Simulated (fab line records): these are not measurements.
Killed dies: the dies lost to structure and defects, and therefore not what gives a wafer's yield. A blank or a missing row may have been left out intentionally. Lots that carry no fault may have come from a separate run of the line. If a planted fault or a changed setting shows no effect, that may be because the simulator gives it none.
Chamber matching :: flow n5 finfet :: 4 sister chambers for N5_HKMG_FIN_ETCH_32 on rie diel-05
The step etches SOC in N2/H2, target depth 240 nm, time 300 s. 8 wafers are shown with their chamber, then 7 later ones without.

## WAFERS PAIRED WITH THEIR CHAMBERS
wafer: L074.2
chamber: 2
showerhead plenum p Torr (Torr): 2.61
drypump motor current A (A): 5.8

wafer: L074.4
chamber: 0
showerhead plenum p Torr (Torr): 2.41
drypump motor current A (A): 5.1

wafer: L077.4
chamber: 0
showerhead plenum p Torr (Torr): 2.41
drypump motor current A (A): 5.1

wafer: L083.1
chamber: 1
showerhead plenum p Torr (Torr): 2.67
drypump motor current A (A): 5.7

wafer: L083.4
chamber: 2
showerhead plenum p Torr (Torr): 2.61
drypump motor current A (A): 5.8

wafer: L083.5
chamber: 3
showerhead plenum p Torr (Torr): 2.52
drypump motor current A (A): 5.9

wafer: L086.1
chamber: 1
showerhead plenum p Torr (Torr): 2.66
drypump motor current A (A): 5.6

wafer: L086.5
chamber: 3
showerhead plenum p Torr (Torr): 2.51
drypump motor current A (A): 5.9

## WAFERS MISSING THEIR CHAMBER
wafer: L086.6
showerhead plenum p Torr (Torr): 2.60
drypump motor current A (A): 5.8

wafer: L092.2
showerhead plenum p Torr (Torr): 2.51
drypump motor current A (A): 5.9

wafer: L092.4
showerhead plenum p Torr (Torr): 2.66
drypump motor current A (A): 5.7

wafer: L092.5
showerhead plenum p Torr (Torr): 2.51
drypump motor current A (A): 5.9

wafer: L096.1
showerhead plenum p Torr (Torr): 2.59
drypump motor current A (A): 5.8

wafer: L096.3
showerhead plenum p Torr (Torr): 2.65
drypump motor current A (A): 5.6

wafer: L096.6
showerhead plenum p Torr (Torr): 2.71
drypump motor current A (A): 5.1

## THE CHAMBER EACH PASSED THROUGH
wafer: L086.6
from the rows above: 2
in truth: 2

wafer: L092.2
from the rows above: 3
in truth: 3

wafer: L092.4
from the rows above: 1
in truth: 1

wafer: L092.5
from the rows above: 3
in truth: 3

wafer: L096.1
from the rows above: 2
in truth: 2

wafer: L096.3
from the rows above: 1
in truth: 1

wafer: L096.6
from the rows above: 1
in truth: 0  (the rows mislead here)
Placed correctly: 6 of 7. Left unplaced by these rows: 0. 1 placed wrongly.
How it was worked out, from the rows above alone: a wafer's distance from a chamber is the root of the sum, over the readings, of the square of ((its reading less the chamber's mean) divided by the reading's scatter). If the next closest chamber is less than 2 further off than the closest, the wafer can't be placed; otherwise it belongs to the closest. A chamber's mean is the mean of its shown wafers. How the scatter is found: for the shown wafers, subtract from each reading the mean of its chamber, square and add these, divide the total by (wafers less chambers), then take the root.
